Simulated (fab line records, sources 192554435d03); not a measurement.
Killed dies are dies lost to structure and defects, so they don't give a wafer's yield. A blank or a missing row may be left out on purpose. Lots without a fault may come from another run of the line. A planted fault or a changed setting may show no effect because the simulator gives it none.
Split-lot experiment | flow n5_finfet | 7 lots, 39 wafers read, on a route of 1938 steps

THE SPLIT
At N5_WELL_APT_EXPOSE_05 (exposes mask NWELL, defocus 0 nm, target cd 200 nm), the setting dose_mj was moved away from the recipe's 20.3 on 15 of the 39 wafers read, by -4.3% to +7.0%. The other wafers ran this setting at the recipe's value.

FROM THE SPLIT TO THE READING: what the file shows between them, 3 steps
- N5_WELL_APT_PEB_06: peb time 90 s
- N5_WELL_APT_DEVELOP_07: develop time 45 s
- N5_WELL_APT_HARDBAKE_12: time 120 s

THE READING
cd_nm, in nm, at N5_WELL_APT_CD_MEAS_08 (target cd 200 nm). Fault-free wafers of this fab line usually give 199.7 nm, standard deviation 1.4 nm.

wafer  | tool, chamber at the split | dose_mj as run | against the recipe | cd_nm, nm | against lot-mates on the recipe
L075.1 | krf_scanner-02, 0          | 19.42          | -4.3%              | 192.4     | -6.3
L075.2 | krf_scanner-02, 0          | 19.42          | -4.3%              | 192.4     | -6.3
L075.3 | krf_scanner-02, 0          | 20.3           | recipe             | 198.2     | -
L075.4 | krf_scanner-02, 0          | 20.3           | recipe             | 198.4     | -
L075.5 | krf_scanner-02, 0          | 19.42          | -4.3%              | 191.7     | -7.0
L075.6 | krf_scanner-02, 0          | 20.3           | recipe             | 199.6     | -
L077.1 | krf_scanner-02, 0          | 20.3           | recipe             | 198.9     | -
L077.3 | krf_scanner-02, 0          | 20.3           | recipe             | 199.4     | -
L077.4 | krf_scanner-02, 0          | 20.3           | recipe             | 200.4     | -
L078.1 | krf_scanner-01, 0          | 20.3           | recipe             | 201.8     | -
L078.2 | krf_scanner-01, 0          | 20.3           | recipe             | 201.6     | -
L078.3 | krf_scanner-01, 0          | 21.41          | +5.5%              | 209.5     | +8.2
L078.4 | krf_scanner-01, 0          | 20.3           | recipe             | 200.5     | -
L078.5 | krf_scanner-01, 0          | 21.41          | +5.5%              | 209.3     | +8.0
L078.6 | krf_scanner-01, 0          | 21.41          | +5.5%              | 209.3     | +8.0
L079.1 | krf_scanner-01, 0          | 21.73          | +7.0%              | 210.5     | +10.6
L079.2 | krf_scanner-01, 0          | 21.73          | +7.0%              | 210.7     | +10.8
L079.3 | krf_scanner-01, 0          | 20.3           | recipe             | 199.3     | -
L079.4 | krf_scanner-01, 0          | 21.73          | +7.0%              | 211.2     | +11.3
L079.5 | krf_scanner-01, 0          | 20.3           | recipe             | 199.1     | -
L079.6 | krf_scanner-01, 0          | 20.3           | recipe             | 201.2     | -
L081.1 | krf_scanner-02, 0          | 21.32          | +5.0%              | 205.3     | +5.0
L081.2 | krf_scanner-02, 0          | 20.3           | recipe             | 199.6     | -
L081.3 | krf_scanner-02, 0          | 20.3           | recipe             | 200.0     | -
L081.4 | krf_scanner-02, 0          | 20.3           | recipe             | 201.4     | -
L081.5 | krf_scanner-02, 0          | 21.32          | +5.0%              | 207.9     | +7.6
L081.6 | krf_scanner-02, 0          | 21.32          | +5.0%              | 208.2     | +7.9
L082.1 | krf_scanner-02, 0          | 20.3           | recipe             | 200.9     | -
L082.2 | krf_scanner-02, 0          | 20.3           | recipe             | 197.3     | -
L082.3 | krf_scanner-02, 0          | 20.3           | recipe             | 199.6     | -
L082.4 | krf_scanner-02, 0          | 20.3           | recipe             | 199.7     | -
L082.5 | krf_scanner-02, 0          | 20.3           | recipe             | 198.5     | -
L082.6 | krf_scanner-02, 0          | 20.3           | recipe             | 198.9     | -
L092.1 | krf_scanner-02, 0          | 21.5           | +5.9%              | 210.9     | +10.0
L092.2 | krf_scanner-02, 0          | 20.3           | recipe             | 201.5     | -
L092.3 | krf_scanner-02, 0          | 21.5           | +5.9%              | 210.5     | +9.6
L092.4 | krf_scanner-02, 0          | 20.3           | recipe             | 201.0     | -
L092.5 | krf_scanner-02, 0          | 21.5           | +5.9%              | 208.8     | +7.9
L092.6 | krf_scanner-02, 0          | 20.3           | recipe             | 200.2     | -

THE FIT
A straight line over all 39 wafers: cd_nm changes by +1.65 nm for each +1% of dose_mj; r = +0.98; the points scatter about the line by 1.1 nm.
The same after taking each lot's own level away (the mean of its wafers on the recipe; 39 wafers): +1.5 nm for each +1%; r = +0.99; scatter 0.85 nm.
On that fit, the largest move of dose_mj shifts the reading by 11 nm.
The lots' own levels span 198.73 to 201.30 nm, that is 1.8 times the standard deviation above.
So the lot-to-lot level changes the slope little: the two slopes agree.
Check: with one of the wafers moved furthest among these (+7.0%) left out of the fit, the line predicts +10.6 nm for it against its lot-mates. It came out at +10.6 nm against them.

THE WHOLE CHAIN: every reading that the file lists as answering this split, in the file's order
step                   | what it does             | reading                                                         | change (the file's fit)              | r (the file's)
N5_WELL_APT_CD_MEAS_08 | target cd 200 nm         | cd_nm                                                           | +1.5 nm for each +1% of the setting  | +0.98
N5_WELL_APT_DESCUM_13  | chemistry O2, time 7.9 s | WELL_APT.cd_nm (the simulator's own value, which no gauge read) | +1.51 nm for each +1% of the setting | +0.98

THE FILE'S OWN FIT
cd_nm changes by +1.5 nm for each +1% of dose_mj, r = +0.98.
